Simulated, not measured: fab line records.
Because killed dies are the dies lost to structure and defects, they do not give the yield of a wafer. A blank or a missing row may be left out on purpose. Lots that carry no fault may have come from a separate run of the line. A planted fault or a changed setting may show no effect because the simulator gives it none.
Which tool did it?	flow nand-harc	24 lots with 72 wafers sampled at 6 steps, on a route of 1302 steps

## WHAT EACH GAUGE READ, for each wafer
The record holds no reading of a measuring or inspecting step that can be judged against a usual standard deviation.

## TOOL THAT RAN EACH LOT (tool first, then ch and the chambers of the sampled wafers, then the start)
lot	NHARC_P_M0_DEGAS_28	NHARC_P_M1_ETCH_15	NHARC_P_M1_STRIP_18	NHARC_P_M1_PRE_CLEAN_30	NHARC_P_M1_ANNEAL_31	NHARC_P_BONDPAD_CMP_32
L074	pvd-sputter-02, day 6 11:13	rie-diel-10 ch 0,1,3, day 6 14:46 or earlier	rie-diel-11 ch 0,1,3, day 6 14:46	pvd-sputter-03, day 6 16:08 or earlier	rtp-anneal-01 ch 0, day 6 16:08	cmp-02 ch 1,2,3, day 6 22:41
L075	pvd-sputter-01, day 6 17:23	rie-diel-10 ch 0,3, day 6 21:07 or earlier	rie-diel-12 ch 2,3, day 6 21:07	pvd-sputter-02, day 6 22:34 or earlier	rtp-anneal-02 ch 0, day 6 22:34	cmp-02 ch 1,2, day 7 04:14
L076	pvd-sputter-01, day 7 03:08	rie-diel-12 ch 0,2,3, day 7 06:42 or earlier	rie-diel-10 ch 0,1,2, day 7 06:42	pvd-sputter-03, day 7 08:11 or earlier	rtp-anneal-01 ch 0, day 7 08:11	cmp-04 ch 1,2,3, day 7 14:01
L077	pvd-sputter-03, day 7 08:59	rie-diel-12 ch 0,2,3, day 7 12:31 or earlier	rie-diel-12 ch 0,1,3, day 7 12:31	pvd-sputter-01, day 7 13:53 or earlier	rtp-anneal-01 ch 0, day 7 13:53	cmp-02 ch 0,2,3, day 7 19:52
L078	pvd-sputter-01, day 7 19:17	rie-diel-10 ch 1,2, day 7 22:45 or earlier	rie-diel-11 ch 1,2,3, day 7 22:45	pvd-sputter-03, day 8 00:11 or earlier	rtp-anneal-02 ch 0, day 8 00:11	cmp-01 ch 0,1,2, day 8 06:04
L079	pvd-sputter-03, day 8 19:44	rie-diel-12 ch 1,2, day 8 23:17 or earlier	rie-diel-11 ch 0,1, day 8 23:17	pvd-sputter-03, day 9 00:53 or earlier	rtp-anneal-01 ch 0, day 9 00:53	cmp-04 ch 0,1,3, day 9 07:08
L080	pvd-sputter-02, day 9 08:21	rie-diel-12 ch 1,3, day 9 11:51 or earlier	rie-diel-12 ch 2,3, day 9 11:51	pvd-sputter-01, day 9 13:20 or earlier	rtp-anneal-01 ch 0, day 9 13:20	cmp-01 ch 0,3, day 9 19:04
L081	pvd-sputter-01, day 9 14:37	rie-diel-12 ch 0,1, day 9 18:11 or earlier	rie-diel-11 ch 1,3, day 9 18:11	pvd-sputter-03, day 9 19:32 or earlier	rtp-anneal-01 ch 0, day 9 19:32	cmp-01 ch 0,1,2, day 10 01:23
L082	pvd-sputter-01, day 9 17:23	rie-diel-12 ch 0,2,3, day 9 20:56 or earlier	rie-diel-12 ch 0,2,3, day 9 20:56	pvd-sputter-03, day 9 22:17 or earlier	rtp-anneal-02 ch 0, day 9 22:17	cmp-01 ch 1,2,3, day 10 04:16
L084	pvd-sputter-03, day 10 05:47	rie-diel-12 ch 0,1,3, day 10 09:16 or earlier	rie-diel-10 ch 0,1,2, day 10 09:16	pvd-sputter-01, day 10 10:39 or earlier	rtp-anneal-01 ch 0, day 10 10:39	cmp-02 ch 0,1,2, day 10 16:29
L083	pvd-sputter-01, day 10 06:57	rie-diel-10 ch 0,2,3, day 10 10:28 or earlier	rie-diel-12 ch 1,2,3, day 10 10:28	pvd-sputter-02, day 10 11:53 or earlier	rtp-anneal-02 ch 0, day 10 11:53	cmp-04 ch 0,1,3, day 10 18:07
L085	pvd-sputter-01, day 10 23:15	rie-diel-11 ch 0,2,3, day 11 02:32	rie-diel-12 ch 0,1,3, day 11 02:45	pvd-sputter-01, day 11 04:09 or earlier	rtp-anneal-01 ch 0, day 11 04:09	cmp-04 ch 0,2,3, day 11 10:35
L086	pvd-sputter-02, day 11 06:50	rie-diel-12 ch 0,2,3, day 11 10:12 or earlier	rie-diel-11 ch 1,2, day 11 10:12	pvd-sputter-01, day 11 11:39 or earlier	rtp-anneal-01 ch 0, day 11 11:39	cmp-02 ch 0,1,2, day 11 17:39
L087	pvd-sputter-02, day 11 08:20	rie-diel-12 ch 0,1,3, day 11 11:53 or earlier	rie-diel-10 ch 1,2, day 11 11:53	pvd-sputter-02, day 11 13:17 or earlier	rtp-anneal-02 ch 0, day 11 13:17	cmp-04 ch 0,3, day 11 19:25
L088	pvd-sputter-03, day 12 08:25	rie-diel-11 ch 0,1, day 12 12:00 or earlier	rie-diel-10 ch 2,3, day 12 12:00	pvd-sputter-02, day 12 13:35 or earlier	rtp-anneal-02 ch 0, day 12 13:35	cmp-04 ch 1,2, day 12 19:13
L089	pvd-sputter-03, day 12 13:47	rie-diel-12 ch 1,2,3, day 12 17:18 or earlier	rie-diel-12 ch 1,2,3, day 12 17:18	pvd-sputter-03, day 12 18:48 or earlier	rtp-anneal-02 ch 0, day 12 18:48	cmp-04 ch 0,2, day 13 00:35
L090	pvd-sputter-03, day 13 01:37	rie-diel-12 ch 0,1,3, day 13 05:11 or earlier	rie-diel-10 ch 0,2, day 13 05:11	pvd-sputter-03, day 13 06:34 or earlier	rtp-anneal-02 ch 0, day 13 06:34	cmp-01 ch 0,2,3, day 13 12:34
L091	pvd-sputter-01, day 13 02:14	rie-diel-12 ch 1,2,3, day 13 05:50 or earlier	rie-diel-10 ch 1,2,3, day 13 05:50	pvd-sputter-01, day 13 07:11 or earlier	rtp-anneal-01 ch 0, day 13 07:11	cmp-04 ch 0,2,3, day 13 13:02
L092	pvd-sputter-02, day 13 14:20	rie-diel-10 ch 0,1, day 13 17:49 or earlier	rie-diel-12 ch 0,1, day 13 17:49	pvd-sputter-01, day 13 19:17 or earlier	rtp-anneal-01 ch 0, day 13 19:17	cmp-01 ch 0,3, day 14 01:06
L093	pvd-sputter-01, day 14 07:20	rie-diel-11 ch 0,1,3, day 14 10:45 or earlier	rie-diel-10 ch 0,2,3, day 14 10:45	pvd-sputter-01, day 14 12:11 or earlier	rtp-anneal-02 ch 0, day 14 12:11	cmp-04 ch 0,1,3, day 14 17:57
L094	pvd-sputter-02, day 14 11:20	rie-diel-10 ch 0,1,2, day 14 14:50 or earlier	rie-diel-11 ch 0,3, day 14 14:50	pvd-sputter-01, day 14 16:16 or earlier	rtp-anneal-01 ch 0, day 14 16:16	cmp-01 ch 1,2, day 14 22:11
L095	pvd-sputter-01, day 15 05:15	rie-diel-10 ch 0,3, day 15 08:50 or earlier	rie-diel-12 ch 0,2, day 15 08:50	pvd-sputter-01, day 15 10:11 or earlier	rtp-anneal-01 ch 0, day 15 10:11	cmp-02 ch 1,3, day 15 16:08
L096	pvd-sputter-02, day 15 06:59	rie-diel-12 ch 0,2,3, day 15 10:32 or earlier	rie-diel-10 ch 0,1, day 15 10:32	pvd-sputter-03, day 15 11:58 or earlier	rtp-anneal-01 ch 0, day 15 11:58	cmp-04 ch 0,2,3, day 15 17:46
L097	pvd-sputter-02, day 15 14:34	rie-diel-10 ch 0,1,2, day 15 18:05 or earlier	rie-diel-11 ch 0,1,3, day 15 18:05	pvd-sputter-02, day 15 19:29 or earlier	rtp-anneal-01 ch 0, day 15 19:29	cmp-02 ch 0,1,2, day 16 01:28
- NHARC_P_M0_DEGAS_28: time 60 s.
- NHARC_P_M1_ETCH_15: etches the open film in C4F8/Ar, target depth 182.5 nm, time 91.2 s.
- NHARC_P_M1_STRIP_18: strips in N2/H2.
- NHARC_P_M1_PRE_CLEAN_30: time 30 s.
- NHARC_P_M1_ANNEAL_31: time 90 s.
- NHARC_P_BONDPAD_CMP_32: polishes SiCN, target thk 200 nm.

## WHAT THE TOOLS THEMSELVES READ (means of the sampled wafers that have a number; where no wafer has one, the mark that the record gives instead)
NHARC_P_M0_DEGAS_28. Usual: 339 W for heater-power-w, sd 30.
lot	tool	heater-power-w (W)	flag
L074	pvd-sputter-02	347	
L075	pvd-sputter-01	335	
L076	pvd-sputter-01	304	
L077	pvd-sputter-03	337	
L078	pvd-sputter-01	355	
L079	pvd-sputter-03	356	
L080	pvd-sputter-02	368	
L081	pvd-sputter-01	310	
L082	pvd-sputter-01	289	
L084	pvd-sputter-03	348	
L083	pvd-sputter-01	314	
L085	pvd-sputter-01	342	
L086	pvd-sputter-02	343	
L087	pvd-sputter-02	348	
L088	pvd-sputter-03	341	
L089	pvd-sputter-03	350	
L090	pvd-sputter-03	341	
L091	pvd-sputter-01	333	
L092	pvd-sputter-02	335	
L093	pvd-sputter-01	321	
L094	pvd-sputter-02	344	
L095	pvd-sputter-01	325	
L096	pvd-sputter-02	347	
L097	pvd-sputter-02	346	

NHARC_P_M1_ETCH_15. Usual: oes-product-au 0.951 a.u., standard deviation 0.023; rf-vpp-V 440.5 V, standard deviation 1.9.
lot	tool	oes-product-au (a.u.)	rf-vpp-V (V)	flag
L074	rie-diel-10	0.964	439.5	
L075	rie-diel-10	0.959	439.7	
L076	rie-diel-12	0.927	441.1	
L077	rie-diel-12	0.977	441.0	
L078	rie-diel-10	0.921	442.1	
L079	rie-diel-12	0.963	439.6	
L080	rie-diel-12	0.973	439.9	
L081	rie-diel-12	0.934	442.4	
L082	rie-diel-12	0.930	441.1	
L084	rie-diel-12	0.938	440.9	
L083	rie-diel-10	0.928	441.1	
L085	rie-diel-11	0.923	439.4	
L086	rie-diel-12	0.940	441.5	
L087	rie-diel-12	0.980	441.0	
L088	rie-diel-11	0.947	438.6	
L089	rie-diel-12	0.969	440.3	
L090	rie-diel-12	0.979	442.4	
L091	rie-diel-12	0.973	439.8	
L092	rie-diel-10	0.934	439.2	
L093	rie-diel-11	0.961	438.8	
L094	rie-diel-10	0.953	440.9	
L095	rie-diel-10	0.959	439.3	
L096	rie-diel-12	0.971	441.7	
L097	rie-diel-10	0.918	441.2	

NHARC_P_M1_STRIP_18. Usual: drypump-motor-current-A 5.8 A, standard deviation 0.49; oes-product-au 0.999 a.u., standard deviation 0.012; rf-vpp-V 90.5 V, standard deviation 0.92; showerhead-plenum-p-Torr 2.01 Torr, standard deviation 0.066; throttle-valve-pct 14.170 %, standard deviation 0.0089.
lot	tool	drypump-motor-current-A (A)	oes-product-au (a.u.)	rf-vpp-V (V)	showerhead-plenum-p-Torr (Torr)	throttle-valve-pct (%)	flag
L074	rie-diel-11	6.0	0.999	90.1	1.97	14.173	
L075	rie-diel-12	6.4	1.003	90.9	2.03	14.173	
L076	rie-diel-10	5.4	1.005	90.9	2.05	14.163	
L077	rie-diel-12	5.9	1.009	91.3	2.07	14.171	
L078	rie-diel-11	5.6	1.006	90.1	1.96	14.171	
L079	rie-diel-11	5.8	1.002	89.2	1.94	14.168	
L080	rie-diel-12	6.4	1.011	91.3	2.03	14.174	
L081	rie-diel-11	5.7	1.002	91.2	1.93	14.166	
L082	rie-diel-12	5.9	1.004	91.0	2.05	14.174	
L084	rie-diel-10	5.5	0.990	90.2	2.05	14.165	
L083	rie-diel-12	6.2	0.996	90.4	2.02	14.165	
L085	rie-diel-12	5.9	1.011	91.4	2.06	14.172	
L086	rie-diel-11	5.5	1.001	89.1	1.93	14.163	
L087	rie-diel-10	5.2	0.998	91.0	2.10	14.163	
L088	rie-diel-10	5.5	1.000	90.6	2.10	14.159	
L089	rie-diel-12	6.3	1.003	90.4	2.01	14.171	
L090	rie-diel-10	5.7	0.982	90.3	2.05	14.171	
L091	rie-diel-10	5.4	0.997	91.7	2.04	14.163	
L092	rie-diel-12	5.5	1.007	91.4	2.08	14.171	
L093	rie-diel-10	5.7	0.983	90.9	2.04	14.171	
L094	rie-diel-11	6.0	0.985	90.3	1.97	14.168	
L095	rie-diel-12	5.5	0.999	91.2	2.06	14.164	
L096	rie-diel-10	5.7	0.979	90.5	1.99	14.161	
L097	rie-diel-11	5.9	0.998	90.3	1.94	14.179	

NHARC_P_M1_PRE_CLEAN_30. Usual: 416 W for heater-power-w, sd 32.
lot	tool	heater-power-w (W)	flag
L074	pvd-sputter-03	413	
L075	pvd-sputter-02	399	
L076	pvd-sputter-03	410	
L077	pvd-sputter-01	392	
L078	pvd-sputter-03	410	
L079	pvd-sputter-03	417	
L080	pvd-sputter-01	389	
L081	pvd-sputter-03	433	
L082	pvd-sputter-03	414	
L084	pvd-sputter-01	447	
L083	pvd-sputter-02	449	
L085	pvd-sputter-01	389	
L086	pvd-sputter-01	396	
L087	pvd-sputter-02	451	
L088	pvd-sputter-02	449	
L089	pvd-sputter-03	428	
L090	pvd-sputter-03	423	
L091	pvd-sputter-01	397	
L092	pvd-sputter-01	414	
L093	pvd-sputter-01	394	
L094	pvd-sputter-01	440	
L095	pvd-sputter-01	400	
L096	pvd-sputter-03	435	
L097	pvd-sputter-02	410	

NHARC_P_M1_ANNEAL_31. Usual: 225.99 for wafer_temp_C_max, sd 0.29.
lot	tool	wafer_temp_C_max	flag
L074	rtp-anneal-01	226.15	
L075	rtp-anneal-02	225.56	
L076	rtp-anneal-01	226.27	
L077	rtp-anneal-01	226.08	
L078	rtp-anneal-02	225.91	
L079	rtp-anneal-01	225.58	
L080	rtp-anneal-01	225.91	
L081	rtp-anneal-01	226.24	
L082	rtp-anneal-02	225.61	
L084	rtp-anneal-01	226.16	
L083	rtp-anneal-02	225.86	
L085	rtp-anneal-01	226.14	
L086	rtp-anneal-01	226.05	
L087	rtp-anneal-02	225.99	
L088	rtp-anneal-02	225.62	
L089	rtp-anneal-02	225.90	
L090	rtp-anneal-02	225.77	
L091	rtp-anneal-01	226.34	
L092	rtp-anneal-01	226.15	
L093	rtp-anneal-02	225.98	
L094	rtp-anneal-01	226.32	
L095	rtp-anneal-01	226.12	
L096	rtp-anneal-01	225.79	
L097	rtp-anneal-01	226.24	

NHARC_P_BONDPAD_CMP_32. Usual: 11.9 A for motor-current-A, sd 1.2.
lot	tool	motor-current-A (A)	flag
L074	cmp-02	10.8	
L075	cmp-02	10.6	
L076	cmp-04	12.9	
L077	cmp-02	11.7	
L078	cmp-01	11.1	
L079	cmp-04	12.6	
L080	cmp-01	12.2	
L081	cmp-01	10.9	
L082	cmp-01	11.6	
L084	cmp-02	11.2	
L083	cmp-04	12.2	
L085	cmp-04	12.8	
L086	cmp-02	11.3	
L087	cmp-04	11.8	
L088	cmp-04	13.1	
L089	cmp-04	12.5	
L090	cmp-01	11.6	
L091	cmp-04	12.5	
L092	cmp-01	11.9	
L093	cmp-04	12.9	
L094	cmp-01	10.5	
L095	cmp-02	10.5	
L096	cmp-04	12.2	
L097	cmp-02	11.2	

## THE ANSWER, worked out from the rows above alone
Rule: a lot is off if the mean of its wafers that have a number lies more than 3 standard deviations from the usual mean. A lot without any number at a reading at which 4 lots or more have one is off too. Any other lot the step has rows for is counted as sound. After the gauges, taken in route order, come the tools' own readings; for these a lot's mean is taken, as printed above. At the first step where some lot is off, the reading lying furthest off is the one used; lots without a number count as furthest.
No lot is off at any reading shown: from this, nothing can be told.

## WHAT HAD BEEN PUT IN BY THE SIMULATOR
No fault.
